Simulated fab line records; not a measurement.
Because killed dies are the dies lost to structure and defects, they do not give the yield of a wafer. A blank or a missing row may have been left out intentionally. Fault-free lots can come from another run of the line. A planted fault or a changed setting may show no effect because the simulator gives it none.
Comparing a struck lot with a sound one	flow n5Finfet	18 steps out of a route of 1938
Sound: these wafers, L320.2, L320.4, L320.6. Struck: wafers L335.5, L335.6. (L335.1 of the same lot was not struck and is left out.) The cause comes at the end.
Per side, at each step with rows, come the tool, then ch with its chambers, and then its first start. Under that, the readings that differ: sound wafers	struck wafers	difference of the means	sigmas: that difference in standard deviations of wafers without a fault.
alike: same words and numbers on both sides, and readings whose means sit less than 2 such deviations apart. not compared: any withheld reading, any reading some wafer has no value for, any bound like >300 that may hide the same value, and any number with overlapping values for which the record gives no deviation.
A row with sigmas, a row that says differs or no value, or rows on one side alone: a step with any of these is where the two part. Numbers that don't overlap but have no deviation are shown without sigmas and don't part them. A reading missing from all wafers of one side parts the sides only when that side holds two or more wafers.

first, 6 steps without rows for these wafers: N5_BEOL_M7_COAT_22 (resist thk 30 nm); N5_BEOL_M7_EBR_24; N5_BEOL_M7_SOFTBAKE_23 (time 60 s); N5_BEOL_M7_EXPOSE_25 (exposes mask V6, target cd 40 nm); N5_BEOL_M7_PEB_26 (peb time 60 s); N5_BEOL_M7_DEVELOP_27 (develop time 30 s).
N5_BEOL_M7_CD_MEAS_28 targets a cd of 40 nm.
  sound on cdSem-03 ch 0, day 9 10:58; struck on cdSem-03 ch 0, day 13 01:56
  alike: cdNm
N5_BEOL_M7_OVL_MEAS_29:
  sound on overlay-02 ch 0, day 9 11:00; struck on overlay-02 ch 0, day 13 01:58
  alike: V6_OVL
N5_BEOL_M7_INSPECT_30: inspects for defects (brightfield).
  struck on defectInspect-02, day 13 02:02; sound on defectInspect-02, day 9 11:03
  alike: rawDefectCount
N5_BEOL_M7_DESCUM_33: chemistry O2, time 7 s.
  sound on rieDiel-04 ch 0,1,2, day 9 11:05; struck on rieDiel-04 ch 2,3, day 13 02:07
  alike: biasPowerW, drypumpMotorCurrentA, o2FlowSccm, oesProductAu, rfVppV, showerheadPlenumPTorr, throttleValvePct
  not compared: rfHoursCounterH
N5_BEOL_M7_ETCH_72: etches underlayer in N2/H2, target depth 6.5 nm, time 5.2 s.
  sound on rieDiel-04 ch 0,1,2, day 9 11:07; struck on rieDiel-04 ch 2,3, day 13 02:10
  alike: drypumpMotorCurrentA, etchRfOnTimeS, n2FlowSccm, oesProductAu, rfVppV, showerheadPlenumPTorr, throttleValvePct
  not compared: rfHoursCounterH
N5_BEOL_M7_ETCH_65: etches SiARC in CF4, target depth 15.6 nm, time 26 s.
  sound on rieDiel-04 ch 0,1,2, day 9 11:08; struck on rieDiel-04 ch 2,3, day 13 02:11
  alike: drypumpMotorCurrentA, etchRfOnTimeS, oesProductAu, rfVppV, showerheadPlenumPTorr, throttleValvePct
  not compared: rfHoursCounterH
N5_BEOL_M7_ETCH_66: etches SOC in N2/H2, target depth 80 nm, overetch 16 nm, time 120 s.
  sound on rieDiel-04 ch 0,1,2, day 9 11:10; struck on rieDiel-04 ch 2,3, day 13 02:12
reading	sound	struck	difference	sigmas
model.SiARC_of_BEOL_M7_COAT_64.thkNm (nm)	6.4 6.6 6.6	3.6 3	-3.2	
model.BEOL_M7.cdNm (nm)	40.2 40.2 40.2	41.4 41.8	+1.4	
  alike: drypumpMotorCurrentA, n2FlowSccm, oesProductAu, rfVppV, showerheadPlenumPTorr, throttleValvePct
  not compared: rfHoursCounterH
then, 2 steps without rows for these wafers: N5_BEOL_M7_STRIP_69 (strips in N2/H2); N5_BEOL_M7_STRIP_73 (strips in N2/H2).
N5_BEOL_M7_VIA_ETCH_34: etches SiCOH lowk in C4F6/O2, target depth 125.5 nm, time 50.5 s.
  sound on rieDiel-04 ch 0,1,2, day 9 11:16; struck on rieDiel-04 ch 2,3, day 13 02:18
reading	sound	struck	difference	sigmas
model.BEOL_M7.cdNm (nm)	40.2 40.2 40	41.2 41.6	+1.3	
  alike: drypumpMotorCurrentA, oesProductAu, rfVppV, showerheadPlenumPTorr, throttleValvePct
  not compared: rfHoursCounterH
then, 1 step without rows for these wafers: N5_BEOL_M7_STRIP_76 (strips in C4F6/O2).
N5_PASSIVATION_PROBE_49:
  the record holds rows for the sound wafers here (prober-01, day 12 09:32) but none for the struck ones

## WHERE THEY PART
Only at N5_PASSIVATION_PROBE_49, within this record.

WHY: the cause the simulator had injected
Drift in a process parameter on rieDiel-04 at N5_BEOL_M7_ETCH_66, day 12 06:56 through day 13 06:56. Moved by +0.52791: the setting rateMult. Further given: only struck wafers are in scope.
